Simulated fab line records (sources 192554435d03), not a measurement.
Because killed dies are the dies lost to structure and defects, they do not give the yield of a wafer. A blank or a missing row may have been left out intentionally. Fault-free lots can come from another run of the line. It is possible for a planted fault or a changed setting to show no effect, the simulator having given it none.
Chamber matching	flow n5_finfet	N5_BEOL_M5_DESCUM_33 on rie_diel-02 has 4 sister chambers
The step chemistry O2, time 7 s. 4 wafers are shown with their chamber, then 10 later ones without.

== EACH WAFER AND ITS CHAMBER ==
wafer	chamber	showerhead_plenum_p_Torr (Torr)
L083.3	0	2.07
L083.4	1	2.01
L084.2	2	1.92
L084.4	3	2.18

== WAFERS WHOSE CHAMBER IS MISSING ==
wafer	showerhead_plenum_p_Torr (Torr)
L084.5	1.92
L094.2	2.18
L094.3	2.01
L094.4	1.91
L096.2	2.18
L096.3	1.91
L096.4	2.00
L097.1	2.00
L097.2	2.06
L097.4	1.91

== EACH ONE'S CHAMBER ==
wafer	from the rows above	in truth
L084.5	2	2
L094.2	3	3
L094.3	1	1
L094.4	2	2
L096.2	3	3
L096.3	2	2
L096.4	1	1
L097.1	1	1
L097.2	0	0
L097.4	2	2
Correctly placed: 10 of 10. From these rows, 0 cannot be placed. Placed wrongly: 0.
How it was worked out, from the rows above alone: a wafer's distance from a chamber is the root of the sum, over the readings, of the square of ((its reading less the chamber's mean) divided by the reading's scatter). The wafer belongs to the nearest chamber; if the next one is less than 2 further off, it can't be placed. A chamber's mean is the mean of its shown wafers. The scatter: with one shown wafer a chamber, the root of the mean of the squares of how far each hidden wafer lies from its nearest shown one.
